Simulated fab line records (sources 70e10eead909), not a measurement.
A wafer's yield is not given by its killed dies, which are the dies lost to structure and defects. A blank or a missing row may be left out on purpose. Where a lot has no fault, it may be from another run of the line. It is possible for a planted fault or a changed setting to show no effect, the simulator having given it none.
A lot that was struck, set against a sound lot || flow nandHarc || 15 steps out of a route of 1159
Sound: wafers L691.1, L691.4, L691.5. Struck: wafer L699.3. (L699.1, L699.5 of the same lot were not struck and are left out.) The cause comes at the end.
Order at every step that has rows: each side's tool, ch and its chambers, its first start. Under that, the readings that differ: sound wafers || struck wafers || difference of the means || sigmas: that difference in standard deviations of wafers without a fault.
alike: same words and numbers on both sides, and readings whose means sit less than 2 such deviations apart. not compared: any withheld reading, any reading some wafer has no value for, any bound like >300 that may hide the same value, and any number with overlapping values for which the record gives no deviation.
Wherever a step has rows on one side only, a row that says differs or no value, or a row with sigmas, the two part there. Non-overlapping numbers with no deviation appear without sigmas and do not part them. A reading missing from all wafers of one side parts the sides only when that side holds two or more wafers.

NHARC_A_CHANNEL_HOLE_D1_ETCH_19: etches the open film in C4F8/O2/Ar, time 34.5 s.
  sound on harEtch-02 ch 0,1, day 8 15:37; struck on harEtch-01 ch 1, day 10 12:30
{"reading": "drypumpMotorCurrentA (A)", "sound": "5.9 6.2 5.9", "struck": 5.2, "difference": -0.8, "sigmas": -2}
  alike: runLengthS, showerheadPlenumPTorr, throttleValvePct
  not compared: rfHoursCounterH
then, 1 step without rows for these wafers: NHARC_A_CHANNEL_HOLE_D1_ETCH_20 (etches the open film in C4F8/O2/Ar, time 361.9 s, target depth 1600 nm).
NHARC_A_CHANNEL_HOLE_D1_ETCH_21: etches the open film in C4F8/O2/Ar, time 514.3 s, target depth 1600 nm.
  sound on harEtch-02 ch 0,1, day 8 16:04; struck on harEtch-01 ch 1, day 10 12:56
{"reading": "drypumpMotorCurrentA (A)", "sound": "5.8 6.2 5.9", "struck": 5.2, "difference": -0.8, "sigmas": -2}
  alike: showerheadPlenumPTorr, throttleValvePct
  not compared: rfHoursCounterH, runLengthS
NHARC_A_CHANNEL_HOLE_D1_ETCH_22: etches the open film in C4F8/O2/Ar, time 666.7 s, target depth 1600 nm.
  sound on harEtch-02 ch 0,1, day 8 16:31; struck on harEtch-01 ch 1, day 10 13:22
{"reading": "drypumpMotorCurrentA (A)", "sound": "5.8 6.2 5.9", "struck": 5.2, "difference": -0.8, "sigmas": -2}
  alike: showerheadPlenumPTorr, throttleValvePct
  not compared: rfHoursCounterH, runLengthS
NHARC_A_CHANNEL_HOLE_D1_ETCH_23: etches the open film in C4F8/O2/Ar, time 819 s, target depth 1600 nm.
  sound on harEtch-02 ch 0,1, day 8 17:04; struck on harEtch-01 ch 1, day 10 13:56
{"reading": "drypumpMotorCurrentA (A)", "sound": "5.8 6.2 5.9", "struck": 5.2, "difference": -0.8, "sigmas": -2}
  alike: showerheadPlenumPTorr, throttleValvePct
  not compared: rfHoursCounterH, runLengthS
then, 7 steps without rows for these wafers: NHARC_A_CHANNEL_HOLE_D1_ETCH_24 (etches the open film in C4F8/O2/Ar, time 906.2 s, target depth 1500 nm); NHARC_A_CHANNEL_HOLE_D1_ETCH_25 (etches the open film in C4F8/O2/Ar, time 1040.2 s, target depth 1500 nm); NHARC_A_CHANNEL_HOLE_D1_ETCH_26 (etches the open film in C4F8/O2/Ar, time 224.1 s, target depth 300 nm); NHARC_A_CHANNEL_HOLE_D1_ETCH_33 (etches the open film in C4F8/O2/Ar, time 90 s, target depth 400 nm); NHARC_A_CHANNEL_HOLE_D1_STRIP_41 (strips in N2/H2); NHARC_A_CHANNEL_HOLE_D1_STRIP_42 (strips in CF4/CHF3); NHARC_A_CHANNEL_HOLE_D1_STRIP_43 (strips in O2/COS).
NHARC_A_CHANNEL_HOLE_D1_ETCH_44: etches the open film in CF4/O2, target depth 140 nm, overetch 14 nm, time 77 s.
  sound on rieDiel-05 ch 1,2, day 8 20:24; struck on rieDiel-05 ch 0, day 10 17:13
{"reading": "runLengthS (s)", "sound": "98.5 98.5 98.3", "struck": 91.8, "difference": -6.6, "sigmas": -17}
  alike: drypumpMotorCurrentA, oesProductAu, rfVppV, showerheadPlenumPTorr, throttleValvePct
  not compared: rfHoursCounterH
NHARC_A_CHANNEL_HOLE_D1_STRIP_27: strips in O2.
  sound on rieDiel-05 ch 0,1,2; struck on rieDiel-05 ch 3
  alike: drypumpMotorCurrentA, oesProductAu, rfVppV, showerheadPlenumPTorr, throttleValvePct
  not compared: rfHoursCounterH
-- the record jumps here: 11 days lie between the struck wafers' starts before and after (it left off in module A_CHANNEL_HOLE_D1 and takes up again in module END, whose first step shown is number 1159 of the route) --
NHARC_END_SORT_01:
  at this point the record logs the struck wafers (prober-01 ch 0, day 21 09:51) and has no rows for the sound ones

## WHERE THEY PART
Earliest at NHARC_A_CHANNEL_HOLE_D1_ETCH_19; latest, in this record, at NHARC_END_SORT_01.

WHY: what the simulator had put in
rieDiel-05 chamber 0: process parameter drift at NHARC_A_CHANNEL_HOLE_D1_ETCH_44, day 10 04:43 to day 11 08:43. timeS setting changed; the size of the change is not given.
